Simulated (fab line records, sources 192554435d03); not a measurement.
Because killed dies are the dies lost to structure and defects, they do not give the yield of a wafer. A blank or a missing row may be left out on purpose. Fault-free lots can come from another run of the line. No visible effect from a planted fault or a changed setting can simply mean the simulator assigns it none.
Which tool is to blame? | flow n5Finfet | 8 lots with 24 wafers sampled at 3 steps, on a route of 1938 steps

== WHAT EACH GAUGE READ, for each wafer ==
N5_BEOL_M2_CD_MEAS_28: target cd 26.2 nm, target cd y 24.1 nm.
lot  | measured     | on       | cdNm (nm)
L143 | day 6 18:35  | cdSem-01 | 26.23 26.01 26.53
L147 | day 7 22:40  | cdSem-01 | 26.45 26.25 26.15
L148 | day 8 00:03  | cdSem-03 | 26.21 25.97 26.40
L151 | day 8 16:37  | cdSem-02 | 30.01 29.87 30.07
L152 | day 9 03:49  | cdSem-03 | 29.26 29.70 29.12
L157 | day 10 15:34 | cdSem-02 | 26.15 26.05 26.14
L158 | day 10 20:19 | cdSem-01 | 26.49 26.05 26.31
L161 | day 11 02:47 | cdSem-03 | 26.06 26.56 26.13

== EACH LOT AND THE TOOL THAT RAN IT (in order: tool; ch and the chambers of the sampled wafers; start) ==
lot  | N5_BEOL_M2_DESCUM_16             | N5_BEOL_M2_EXPOSE_25
L143 | rieDiel-03 ch 0,2,3, day 6 17:50 | euvScanner-02 ch 0, day 6 18:27
L147 | rieDiel-03 ch 1,2,3, day 7 21:42 | euvScanner-02 ch 0, day 7 22:32
L148 | rieDiel-03 ch 1,2, day 7 23:14   | euvScanner-02 ch 0, day 7 23:54
L151 | rieDiel-03 ch 0,1, day 8 15:43   | euvScanner-02 ch 0, day 8 16:28
L152 | rieDiel-04 ch 1,3, day 9 03:04   | euvScanner-02 ch 0, day 9 03:41
L157 | rieDiel-04 ch 0,1, day 10 14:46  | euvScanner-01 ch 0, day 10 15:26
L158 | rieDiel-02 ch 0,3, day 10 19:14  | euvScanner-01 ch 0, day 10 20:10
L161 | rieDiel-04 ch 0,2, day 11 01:52  | euvScanner-01 ch 0, day 11 02:38
- N5_BEOL_M2_DESCUM_16: chemistry O2, time 7 s.
- N5_BEOL_M2_EXPOSE_25: exposes mask V1, defocus 5 nm.

== THE ANSWER, worked out from the rows above alone ==
Rule: the usual values come from the lots themselves. The widest of any qualifying gaps counts: lots, ordered by their means at a reading, are off when they make up no more than a third of the lots, leave a main group of 4 or more, and stand apart from it by 3 or more times the standard deviation of that group's means. The tables above print the reading to a certain number of digits; a main group whose means all agree to those digits is not used. A lot without any number at a reading at which 4 lots or more have one is off too. Any other lot the step has rows for is counted as sound.
Off: L151, L152 (N5_BEOL_M2_CD_MEAS_28, cdNm). Main group: mean 26.23 nm, sd 0.06.
If a tool, at a process step before that reading, ran all the lots that are off and no sound lot after the first of them, it fits. Gauges at N5_BEOL_M2_CD_MEAS_28: tried the same way as those tools. One fits: N5_BEOL_M2_EXPOSE_25 on euvScanner-02. Its last sound lot is L148 (day 7 23:54), its first lot that is off L151 (day 8 16:28): a fault that began between those two fits.

== WHAT HAD BEEN PUT IN BY THE SIMULATOR ==
Drift in process parameters on euvScanner-02 at N5_BEOL_M2_EXPOSE_25, starting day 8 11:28. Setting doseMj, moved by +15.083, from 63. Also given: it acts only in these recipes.
Lots struck among those shown: L151, L152. The same result came from the rule above.
